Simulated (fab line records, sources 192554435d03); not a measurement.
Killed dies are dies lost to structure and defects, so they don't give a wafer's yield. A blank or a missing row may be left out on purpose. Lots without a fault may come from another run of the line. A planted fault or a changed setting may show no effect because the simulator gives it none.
A struck lot beside a sound one | flow n5_finfet | 37 steps out of a route of 1938
Sound: wafers L814.1, L814.3, L814.4. Struck: wafers L804.1, L804.3. (L804.5 of the same lot was not struck and is left out.) The cause comes at the end.
At each step with rows: each side's tool, then ch and its chambers, then its first start. Under that, the readings that differ: sound wafers | struck wafers | difference of the means | sigmas: that difference in standard deviations of wafers without a fault.
alike: readings whose means differ by less than 2 such deviations, and words and numbers that are the same on both sides. not compared: withheld readings, readings that some wafer has no value for, bounds like >300 that may hide the same value, and numbers for which the record gives no deviation and whose values overlap.
The two part at a step that has a row with sigmas, a row that says differs or no value, or rows on one side only. Numbers that don't overlap but have no deviation are shown without sigmas and don't part them. A reading that every wafer of one side lacks parts them only if that side has two wafers or more.

first, 9 steps without rows for these wafers: N5_PMOS_HMC_CHANNEL_EPI_PRECLEAN_40 (cleans in DHF, time 30 s); N5_PMOS_HMC_CHANNEL_EPI_PRECLEAN_37 (cleans in O3/DIW, time 45 s); N5_PMOS_HMC_CHANNEL_EPI_PRECLEAN_24 (cleans in DHF, time 30 s); N5_PMOS_HMC_CHANNEL_EPI_SRD_25 (time 30 s); N5_PMOS_HMC_CHANNEL_EPI_EPI_26 (deposits Si from SiH4/H2, target thk 3.8 nm, time 22.7 s); N5_FIN_SAQP_PRECLEAN_42 (cleans in O3/DIW, time 60 s); N5_FIN_SAQP_PRECLEAN_00 (cleans in SC1, time 60 s); N5_FIN_SAQP_PRECLEAN_44 (cleans in SC2, time 45 s); N5_FIN_SAQP_SRD_01 (time 30 s).
N5_FIN_SAQP_ALD_61: deposits SiO2, target thk 4 nm, pulse time 1 s, purge time 2 s.
  sound on ald_sin-04 ch 0,1,2, day 6 08:19; struck on ald_sin-01 ch 0,2, day 3 20:56
  reading                                   | sound             | struck      | difference | sigmas
  ald_cycles                                | 43 43 43          | 39 39       | -4         |
  model.SiO2_of_FIN_SAQP_ALD_61.thk_nm (nm) | 3.996 3.995 4.056 | 3.649 3.632 | -0.375     |
  alike: chamber_pressure_Torr, heater_power_w, precursor_pulse_height_rel
then, 24 steps without rows for these wafers: N5_FIN_SAQP_DENSIFY_62 (time 60 s); N5_FIN_SAQP_HM_DEP_03 (deposits SiNx from SiH4/NH3/N2, target thk 38 nm, time 33.6 s); N5_FIN_SAQP_PECVD_47 (deposits a-Si from SiH4/He, target thk 45 nm, time 36.3 s); N5_FIN_SAQP_PECVD_48 (deposits SiNx from SiH4/NH3/N2, target thk 25 nm, time 22.1 s); N5_FIN_SAQP_PECVD_06 (deposits a-Si from SiH4/He, target thk 60 nm, time 48.1 s); N5_FIN_SAQP_HM_DEP_72 (deposits SiO2 from SiH4/N2O, target thk 12 nm, time 7.2 s); N5_FIN_SAQP_COAT_49 (time 60 s, resist thk 100 nm); N5_FIN_SAQP_COAT_50 (time 60 s, resist thk 35 nm); N5_FIN_SAQP_COAT_10 (resist thk 90 nm); N5_FIN_SAQP_EBR_12; N5_FIN_SAQP_SOFTBAKE_11 (time 60 s); N5_FIN_SAQP_EXPOSE_13 (exposes mask FIN CORE, target cd 35.6 nm); N5_FIN_SAQP_PEB_14 (peb time 60 s); N5_FIN_SAQP_DEVELOP_15 (develop time 30 s); N5_FIN_SAQP_DESCUM_21 (chemistry O2, time 7.9 s); N5_FIN_SAQP_ETCH_51 (etches SiARC in CF4, target depth 45.5 nm, time 75.8 s); N5_FIN_SAQP_ETCH_52 (etches SOC in N2/H2, target depth 100 nm, overetch 20 nm, time 150 s); N5_FIN_SAQP_STRIP_53 (strips in N2/H2); N5_FIN_SAQP_HM_OPEN_73 (chemistry CHF3/O2, target SiO2, stops on a-Si, target depth 12 nm, time 16.8 s); N5_FIN_SAQP_STRIP_74 (strips in CHF3/O2); N5_FIN_SAQP_MANDREL_ETCH_22 (etches a-Si in HBr/Cl2, stops on SiNx, target depth 60 nm, bt time 10 s, time 30 s); N5_FIN_SAQP_STRIP_55 (strips in N2/H2); N5_FIN_SAQP_STRIP_23 (strips in SPM, time 750 s); N5_FIN_SAQP_SRD_66 (time 30 s).
N5_FIN_CUT_CUT_ETCH_27: etches SiO2 in CHF3/O2, target depth 4 nm, overetch 2 nm, time 4.9 s.
  sound on rie_diel-04 ch 0,1,3, day 6 16:50; struck on rie_diel-04 ch 1,3, day 4 04:09
  reading                  | sound             | struck      | difference | sigmas
  model.etch.depth_nm (nm) | 3.996 3.995 4.056 | 3.649 3.632 | -0.375     |
  alike: CHF3_flow_sccm, drypump_motor_current_A, oes_o_777_au, oes_product_au, rf_vpp_V, showerhead_plenum_p_Torr, throttle_valve_pct
  not compared: rf_hours_counter_h
N5_STI_FIN_REVEAL_STRIP_16: strips SiNx in H3PO4, target depth 23.8 nm.
  sound on wet_bench-03 ch 1,4,5, day 7 01:10; struck on wet_bench-01 ch 0,2, day 4 12:25
  reading                                   | sound       | struck  | difference | sigmas
  model.SiO2_of_FIN_SAQP_ALD_61.thk_nm (nm) | 3.8 3.8 3.8 | 3.4 3.4 | -0.4       |
  alike: bath_guard_temp_C
-- the record jumps here: 6 days lie between the struck wafers' starts before and after (it left off in module STI_FIN_REVEAL and takes up again in module BEOL_M4, whose first step shown is number 1111 of the route) --
N5_BEOL_M4_RC_MEAS_101:
  sound on prober-01 ch 0, day 12 19:35; struck on prober-01 ch 0, day 10 09:54
  alike: DIBL_N, DIBL_P, IOFF_N, IOFF_P, ION_N, ION_P, SS_N, SS_P, VT_N, VT_P

WHERE THEY PART
Nowhere in this record.

WHY: what the simulator had put in
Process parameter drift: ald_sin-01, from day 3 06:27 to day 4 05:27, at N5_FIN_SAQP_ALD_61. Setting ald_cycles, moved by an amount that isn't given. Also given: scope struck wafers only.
